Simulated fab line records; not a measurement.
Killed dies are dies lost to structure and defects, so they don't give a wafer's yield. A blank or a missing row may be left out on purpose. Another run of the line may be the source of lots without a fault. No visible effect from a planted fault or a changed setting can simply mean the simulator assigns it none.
A lot that was struck, set against a sound lot	flow nand-harc	40 out of 1159 route steps
Sound: wafers L363.2, L363.4, L363.5. The struck wafers were L374.2, L374.3, L374.6. The cause comes at the end.
For every step that has rows: the tool of each side, followed by ch and its chambers, followed by its first start. Under that, the readings that differ: sound wafers	struck wafers	difference of the means	sigmas: that difference in standard deviations of wafers without a fault.
alike: same words and numbers on both sides, and readings whose means sit less than 2 such deviations apart. not compared: any withheld reading, any reading some wafer has no value for, any bound like >300 that may hide the same value, and any number with overlapping values for which the record gives no deviation.
The two part at a step that has a row with sigmas, a row that says differs or no value, or rows on one side only. Numbers that have no deviation but don't overlap get no sigmas and don't part them. A reading missing from all wafers of one side parts the sides only when that side holds two or more wafers.

first, 1 step without rows for these wafers: NHARC_A_CONTACT_ETCH_138 (etches the open film in C4F8/O2/Ar, time 132 s, target depth 1289 nm).
NHARC_A_CONTACT_ETCH_139: etches the open film in C4F8/O2/Ar, time 137 s, target depth 590 nm.
  sound on har-cap-etch-03 ch 1, day 17 15:05; struck on har-cap-etch-01 ch 0,1, day 20 02:24
  not compared: rf-hours-counter-h
then, 2 steps without rows for these wafers: NHARC_A_CONTACT_ETCH_92 (etches the open film in CH3F/O2, target depth 40 nm, time 85.7 s); NHARC_A_CONTACT_ETCH_98 (etches the open film in C4F6/O2, target depth 20 nm, time 10 s).
NHARC_A_CONTACT_CD_MEAS_15:
  sound on cd-sem-01 at day 17 15:43; struck on cd-sem-02 at day 20 03:10
  alike: cd-nm
then, 3 steps without rows for these wafers: NHARC_A_CONTACT_STRIP_107 (strips in N2/H2); NHARC_A_CONTACT_STRIP_108 (strips in CF4/CHF3); NHARC_A_CONTACT_STRIP_109 (strips in O2/COS).
NHARC_A_CONTACT_ETCH_110: etches the open film in CF4/O2, target depth 50 nm, overetch 5 nm, time 27.5 s.
  sound on rie-diel-09 ch 0,1, day 17 16:00; struck on rie-diel-09 ch 0,1,2, day 20 03:41
  alike: drypump-motor-current-A, oes_f_703_au, oes-product-au, rf-vpp-V, showerhead-plenum-p-Torr, throttle-valve-pct
  not compared: rf-hours-counter-h
then, 3 steps without rows for these wafers: NHARC_A_CONTACT_STRIP_26 (strips in O2); NHARC_A_CONTACT_STRIP_27 (strips in post etch residue remover, time 600 s); NHARC_A_CONTACT_ALD_18 (deposits TiN, target thk 3 nm, pulse time 1 s, ald cycles 150).
NHARC_A_CONTACT_CVD_19: deposits W, target thk 300 nm, time 802 s.
  sound on cvd-w-01 ch 0,1, day 17 20:50; struck on cvd-w-01 ch 0,1, day 20 07:06
  alike: heater-power-w, mfc-h2-sccm, throttle-valve-pct
NHARC_A_CONTACT_CMP_20: polishes, t overpolish 30 s, target thk 300 nm.
  sound on cmp-01 ch 1,2,3, day 17 21:36; struck on cmp-01 ch 0,1,2, day 20 08:01
  alike: motor-current-A, overpolish-run-s, time-to-endpoint-s
then, 11 steps without rows for these wafers: NHARC_A_CONTACT_SRD_22; NHARC_A_BLC_DEHYDRATE_00 (time 120 s); NHARC_A_BLC_HMDS_01 (time 30 s); NHARC_A_BLC_COAT_02 (time 75 s); NHARC_A_BLC_COAT_03 (time 65 s); NHARC_A_BLC_COAT_04 (resist thk 90 nm); NHARC_A_BLC_SOFTBAKE_05 (time 55 s); NHARC_A_BLC_EBR_06; NHARC_A_BLC_EXPOSE_07 (exposes mask A BLC, target cd 100 nm); NHARC_A_BLC_PEB_08 (peb time 65 s); NHARC_A_BLC_DEVELOP_09 (develop time 35 s).
NHARC_A_BLC_CD_MEAS_10 targets a cd of 100 nm.
  sound on cd-sem-03 ch 0, day 17 22:23; struck on cd-sem-02 ch 0, day 20 08:54
  alike: cd-nm
NHARC_A_BLC_OVL_MEAS_11:
  sound on overlay-02 at day 17 22:29; struck on overlay-02 at day 20 08:59
  alike: overlay-x-nm, overlay-y-nm
then, 4 steps without rows for these wafers: NHARC_A_BLC_DESCUM_15 (chemistry O2, time 3 s); NHARC_A_BLC_ETCH_16 (etches the open film in CF4, target depth 39 nm, time 65 s); NHARC_A_BLC_ETCH_17 (etches the open film in N2/H2, target depth 390 nm, time 609.38 s); NHARC_A_BLC_ETCH_18 (etches the open film in C4F8/O2/Ar, target depth 910 nm).
NHARC_A_BLC_CD_MEAS_19:
  sound on cd-sem-01 at day 17 23:35; struck on cd-sem-02 at day 20 10:03
  alike: cd-nm
then, 1 step without rows for these wafers: NHARC_A_BLC_STRIP_29 (strips in CF4).
NHARC_A_BLC_STRIP_21: strips in O2.
  sound on rie-diel-13 ch 2,3, day 17 23:46; struck on rie-diel-11 ch 0,2, day 20 10:14
  alike: drypump-motor-current-A, oes-product-au, rf-vpp-V, showerhead-plenum-p-Torr, throttle-valve-pct
  not compared: rf-hours-counter-h
then, 4 steps without rows for these wafers: NHARC_A_BLC_STRIP_22 (strips in post etch residue remover, time 600 s); NHARC_A_BLC_DEGAS_30 (time 60 s); NHARC_A_BLC_PRE_CLEAN_31 (time 15 s); NHARC_A_BLC_PVD_32 (deposits Ti, target thk 5 nm, time 17.7 s).
NHARC_A_BLC_ALD_23: deposits TiN, target thk 3 nm, pulse time 1 s, ald cycles 150.
  sound on ald-metal-02 ch 1,2, day 18 00:26; struck on ald-metal-04 ch 1,3, day 20 10:55
  alike: heater-power-w, precursor-pulse-height-rel
NHARC_END_SORT_01:
  the record has rows for the struck wafers here (prober-01 ch 0, day 22 08:54) and none for the sound ones

== WHERE THEY PART ==
Within this record, at NHARC_END_SORT_01 only.

WHY: whatever the simulator had introduced
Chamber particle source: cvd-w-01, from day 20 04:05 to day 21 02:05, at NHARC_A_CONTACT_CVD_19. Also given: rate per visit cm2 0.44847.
